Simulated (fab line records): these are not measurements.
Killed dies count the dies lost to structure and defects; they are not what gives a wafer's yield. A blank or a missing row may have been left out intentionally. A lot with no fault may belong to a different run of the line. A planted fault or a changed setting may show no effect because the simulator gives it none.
Chamber matching | flow n5_finfet | N5_BEOL_M13_VIA_ETCH_16 on rie_diel-04 has 4 sister chambers
The step etches SiOC in C4F8/O2/Ar, target depth 921.7 nm. 4 wafers are shown with their chamber, then 9 later ones without.

== WAFERS WITH THEIR CHAMBER ==
wafer  | chamber | throttle_valve_pct (%)
L085.6 | 0       | 23.91
L086.2 | 2       | 23.92
L086.3 | 3       | 24.79
L086.6 | 1       | 24.04

== WAFERS WHOSE CHAMBER IS MISSING ==
wafer  | throttle_valve_pct (%)
L092.2 | 24.07
L092.3 | 23.92
L092.4 | 24.44
L090.2 | 23.93
L090.3 | 24.06
L090.6 | 23.94
L095.1 | 23.93
L095.3 | 24.06
L095.4 | 23.93

== THE CHAMBER EACH PASSED THROUGH ==
wafer  | from the rows above               | in truth
L092.2 | can't be placed: 1 or 2 or 0      | 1
L092.3 | can't be placed: 2 or 0 or 1      | 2
L092.4 | can't be placed: 3 or 1 or 2 or 0 | 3
L090.2 | can't be placed: 2 or 0 or 1      | 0
L090.3 | can't be placed: 1 or 2 or 0      | 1
L090.6 | can't be placed: 2 or 0 or 1      | 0
L095.1 | can't be placed: 2 or 0 or 1      | 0
L095.3 | can't be placed: 1 or 2 or 0      | 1
L095.4 | can't be placed: 2 or 0 or 1      | 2
Placed correctly: 0 of 9. Not placeable from these rows: 9 (in 9, the candidates include the true chamber). Number placed wrongly: 0.
How it was worked out, from the rows above alone: a wafer's distance from a chamber is the root of the sum, over the readings, of the square of ((its reading less the chamber's mean) divided by the reading's scatter). The wafer belongs to the nearest chamber; if the next one is less than 2 further off, it can't be placed. A chamber's mean is the mean of its shown wafers. The scatter (one wafer shown for each chamber): square how far every hidden wafer sits from the nearest shown wafer, average those squares and take the square root.
